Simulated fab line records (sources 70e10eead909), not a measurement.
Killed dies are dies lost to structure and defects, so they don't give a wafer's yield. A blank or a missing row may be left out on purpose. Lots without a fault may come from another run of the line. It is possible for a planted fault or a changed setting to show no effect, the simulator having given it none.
What tool caused it?    flow nandHarc    Sampling: 12 lots, 36 wafers, 5 of 1302 route steps

WHAT THE GAUGES READ, wafer by wafer
NHARC_END_SORT_01. Usual: killedAtArray 58, standard deviation 18; killedAtOther 1.0, standard deviation 1.5; killedAtPeriphery 4, standard deviation 3.1; killedDies 64, standard deviation 18; killedOpen 3.4, standard deviation 1.9; killedShort 2.7, standard deviation 1.7.
lot   measured      on         killedAtArray  killedAtOther  killedAtPeriphery  killedDies  killedOpen  killedShort  flag
L888  day 25 09:16  prober-02  55 53 43       0 0 0          3 10 7             58 63 50    3 7 6       2 4 5        
L892  day 27 01:37  prober-02  56 75 67       1 0 3          8 7 8              65 82 78    5 8 4       0 1 1        
L898  day 29 06:20  prober-01  40 48 676      1 0 0          0 1 1              41 49 677   1 5 4       2 0 2        OFF
L902  day 30 04:23  prober-01  60 65 672      0 0 1          9 7 4              69 72 677   2 5 1       4 2 1        OFF
L907  day 33 08:45  prober-02  73 71 69       1 1 6          3 4 8              77 76 83    2 2 5       1 4 4        

WHICH TOOL RAN EACH LOT (tool, then ch and the chambers of the sampled wafers, then the start)
lot   NHARC_A_STAIRCASE_STRIP_171          NHARC_A_STAIRCASE_TRIM_16                     NHARC_A_STAIRCASE_TRIM_24          NHARC_A_STAIRCASE_STRIP_175
L887  plasmaAsher-01 ch 0,1, day 15 15:05  rieDiel-13 ch 0,3, day 15 19:23 or earlier    rieDiel-02 ch 0,2,3, day 15 19:23  plasmaAsher-02 ch 0,1, day 15 20:15
L888  plasmaAsher-02 ch 0, day 15 15:29    rieDiel-09 ch 1,2,3, day 15 19:06 or earlier  rieDiel-09 ch 0,3, day 15 19:06    plasmaAsher-02 ch 0,1, day 15 19:41
L891  plasmaAsher-02 ch 0, day 16 21:37    rieDiel-09 ch 0,2, day 17 00:44 or earlier    rieDiel-09 ch 1,2,3, day 17 00:44  plasmaAsher-01 ch 0,1, day 17 01:16
L892  plasmaAsher-02 ch 0,1, day 17 23:34  rieDiel-02 ch 0,2,3, day 18 02:40 or earlier  rieDiel-09 ch 2,3, day 18 02:40    plasmaAsher-01 ch 0,1, day 18 03:17
L898  plasmaAsher-02 ch 0,1, day 20 06:49  rieDiel-13 ch 1,2,3, day 20 09:53 or earlier  rieDiel-13 ch 0,2,3, day 20 09:53  plasmaAsher-02 ch 0,1, day 20 10:27
L902  plasmaAsher-01 ch 0,1, day 21 16:39  rieDiel-02 ch 1,2,3, day 21 20:54 or earlier  rieDiel-13 ch 0,1,3, day 21 20:54  plasmaAsher-01 ch 0,1, day 21 21:35
L901  plasmaAsher-01 ch 1, day 22 03:01    rieDiel-13 ch 1,2,3, day 22 06:05 or earlier  rieDiel-09 ch 0,1, day 22 06:05    plasmaAsher-01 ch 1, day 22 06:39
L906  plasmaAsher-02 ch 0,1, day 22 22:51  rieDiel-09 ch 0,1,2, day 23 03:08 or earlier  rieDiel-09 ch 0,1,2, day 23 03:08  plasmaAsher-02 ch 0,1, day 23 03:47
L907  plasmaAsher-02 ch 0,1, day 24 05:16  rieDiel-09 ch 1,2,3, day 24 08:23 or earlier  rieDiel-09 ch 0,1,3, day 24 08:23  plasmaAsher-01 ch 0,1, day 24 08:57
L908  plasmaAsher-01 ch 0,1, day 24 05:28  rieDiel-13 ch 1,3, day 24 08:34 or earlier    rieDiel-13 ch 0,1,2, day 24 08:34  plasmaAsher-02 ch 0,1, day 24 09:12
L909  plasmaAsher-01 ch 0,1, day 24 22:35  rieDiel-09 ch 0,2, day 25 02:38 or earlier    rieDiel-13 ch 2,3, day 25 02:38    plasmaAsher-02 ch 0,1, day 25 03:17
L910  plasmaAsher-02 ch 0,1, day 24 22:38  rieDiel-09 ch 0,1,3, day 25 04:11 or earlier  rieDiel-09 ch 1,3, day 25 04:11    plasmaAsher-01 ch 1, day 25 04:47
- NHARC_A_STAIRCASE_STRIP_171: strips in O2.
- NHARC_A_STAIRCASE_TRIM_16: chemistry O2, time 211.2 s.
- NHARC_A_STAIRCASE_TRIM_24: chemistry O2, time 211.2 s.
- NHARC_A_STAIRCASE_STRIP_175: strips in O2.

AS READ BY THE TOOLS THEMSELVES (means over the sampled wafers that have a number; for cases with no such wafer, the mark the record gives instead)
NHARC_A_STAIRCASE_STRIP_171. Usual: drypumpMotorCurrentA 5.7 A, standard deviation 0.54; heaterPowerW 358 W, standard deviation 39.
lot   tool            drypumpMotorCurrentA (A)  heaterPowerW (W)  flag
L887  plasmaAsher-01  5.9                       316               
L888  plasmaAsher-02  6.2                       362               
L891  plasmaAsher-02  6.2                       365               
L892  plasmaAsher-02  5.6                       400               
L898  plasmaAsher-02  5.6                       388               
L902  plasmaAsher-01  5.9                       317               
L901  plasmaAsher-01  5.0                       321               
L906  plasmaAsher-02  5.6                       401               
L907  plasmaAsher-02  5.9                       377               
L908  plasmaAsher-01  5.5                       317               
L909  plasmaAsher-01  5.9                       317               
L910  plasmaAsher-02  5.9                       382               

NHARC_A_STAIRCASE_TRIM_16. Usual: drypumpMotorCurrentA 5.8 A, standard deviation 0.38; oesProductAu 1.000 a.u., standard deviation 0.0093; rfVppV 57.8 V, standard deviation 0.9; showerheadPlenumPTorr 3.57 Torr, standard deviation 0.13; throttleValvePct 17.037 %, standard deviation 0.0084.
lot   tool        drypumpMotorCurrentA (A)  oesProductAu (a.u.)  rfVppV (V)  showerheadPlenumPTorr (Torr)  throttleValvePct (%)  flag
L887  rieDiel-13  5.9                       1.002                58.3        3.62                          17.035                
L888  rieDiel-09  5.6                       1.003                58.1        3.55                          17.035                
L891  rieDiel-09  6.3                       1.001                58.1        3.70                          17.031                
L892  rieDiel-02  5.9                       0.996                57.6        3.57                          17.040                
L898  rieDiel-13  5.9                       0.999                57.6        3.52                          17.033                
L902  rieDiel-02  5.5                       0.996                58.6        3.66                          17.042                
L901  rieDiel-13  5.9                       1.012                57.5        3.51                          17.039                
L906  rieDiel-09  6.0                       0.999                58.6        3.65                          17.041                
L907  rieDiel-09  5.6                       1.000                58.1        3.52                          17.043                
L908  rieDiel-13  5.9                       1.003                58.0        3.54                          17.031                
L909  rieDiel-09  6.3                       1.007                58.0        3.66                          17.031                
L910  rieDiel-09  5.6                       1.004                57.5        3.54                          17.037                

NHARC_A_STAIRCASE_TRIM_24. Usual: drypumpMotorCurrentA 5.8 A, standard deviation 0.42; oesProductAu 1.003 a.u., standard deviation 0.0091; rfVppV 57.9 V, standard deviation 0.93; showerheadPlenumPTorr 3.56 Torr, standard deviation 0.13; throttleValvePct 17.037 %, standard deviation 0.0089.
lot   tool        drypumpMotorCurrentA (A)  oesProductAu (a.u.)  rfVppV (V)  showerheadPlenumPTorr (Torr)  throttleValvePct (%)  flag
L887  rieDiel-02  5.9                       0.999                57.3        3.40                          17.044                
L888  rieDiel-09  5.4                       1.002                58.0        3.52                          17.039                
L891  rieDiel-09  5.6                       1.006                56.7        3.55                          17.041                
L892  rieDiel-09  5.9                       1.002                57.6        3.57                          17.023                
L898  rieDiel-13  5.9                       1.079                58.0        3.52                          17.037                OFF
L902  rieDiel-13  5.9                       1.065                58.2        3.58                          17.042                OFF
L901  rieDiel-09  6.0                       0.998                58.1        3.68                          17.040                
L906  rieDiel-09  6.0                       0.991                58.4        3.64                          17.023                
L907  rieDiel-09  5.6                       1.006                57.3        3.55                          17.040                
L908  rieDiel-13  5.9                       1.002                57.6        3.53                          17.034                
L909  rieDiel-13  5.9                       1.016                58.2        3.47                          17.035                
L910  rieDiel-09  5.1                       1.000                57.2        3.42                          17.044                

NHARC_A_STAIRCASE_STRIP_175. Usual: drypumpMotorCurrentA 5.7 A, standard deviation 0.53; heaterPowerW 361 W, standard deviation 40.
lot   tool            drypumpMotorCurrentA (A)  heaterPowerW (W)  flag
L887  plasmaAsher-02  5.6                       401               
L888  plasmaAsher-02  5.6                       401               
L891  plasmaAsher-01  5.5                       316               
L892  plasmaAsher-01  5.5                       315               
L898  plasmaAsher-02  5.9                       378               
L902  plasmaAsher-01  5.5                       322               
L901  plasmaAsher-01  5.1                       321               
L906  plasmaAsher-02  5.9                       377               
L907  plasmaAsher-01  5.9                       313               
L908  plasmaAsher-02  5.9                       378               
L909  plasmaAsher-02  5.9                       384               
L910  plasmaAsher-01  5.0                       312               

THE ANSWER, worked out from the rows above alone
Rule: a lot is off if the mean of its wafers that have a number lies more than 3 standard deviations from the usual mean. A lot without any number at a reading at which 4 lots or more have one is off too. All remaining lots with rows at the step are treated as sound. The gauges are gone through in route order, then the tools' own readings, and for those a lot's mean is taken as printed above. The first step at which some lot is off is used, and at that step the reading that is off furthest; a lot without a number counts as furthest.
Off, at NHARC_END_SORT_01 on killedDies: L898, L902. Neither off nor sound, because the step has no rows for them: L887, L891, L901, L906, L908, L909, L910.
If a tool, at a process step before that reading, ran all the lots that are off and no sound lot after the first of them, it fits. The gauges at NHARC_END_SORT_01 aren't tried: what is off there is off at NHARC_A_STAIRCASE_TRIM_24 too, on other tools, and a gauge's error can't cause that. NHARC_A_STAIRCASE_TRIM_16 gives no start for some lots, so the hours and the order of its lots are those of NHARC_A_STAIRCASE_TRIM_24. One candidate fits, namely rieDiel-13 at NHARC_A_STAIRCASE_TRIM_24. It ran no sound lot before its first lot that is off in this sample, so the start can't be narrowed down.
On the lots that are off, the tool's own readings at NHARC_A_STAIRCASE_TRIM_24 differ by more than 5 times the standard deviation of the sound lots' means, which bears it out; oesProductAu reads 1.072 a.u. there versus 1.003 a.u. on the sound lots.

WHAT WAS PUT IN BY THE SIMULATOR
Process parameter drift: rieDiel-13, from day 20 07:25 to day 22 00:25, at NHARC_A_STAIRCASE_TRIM_24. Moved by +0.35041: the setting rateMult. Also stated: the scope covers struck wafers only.
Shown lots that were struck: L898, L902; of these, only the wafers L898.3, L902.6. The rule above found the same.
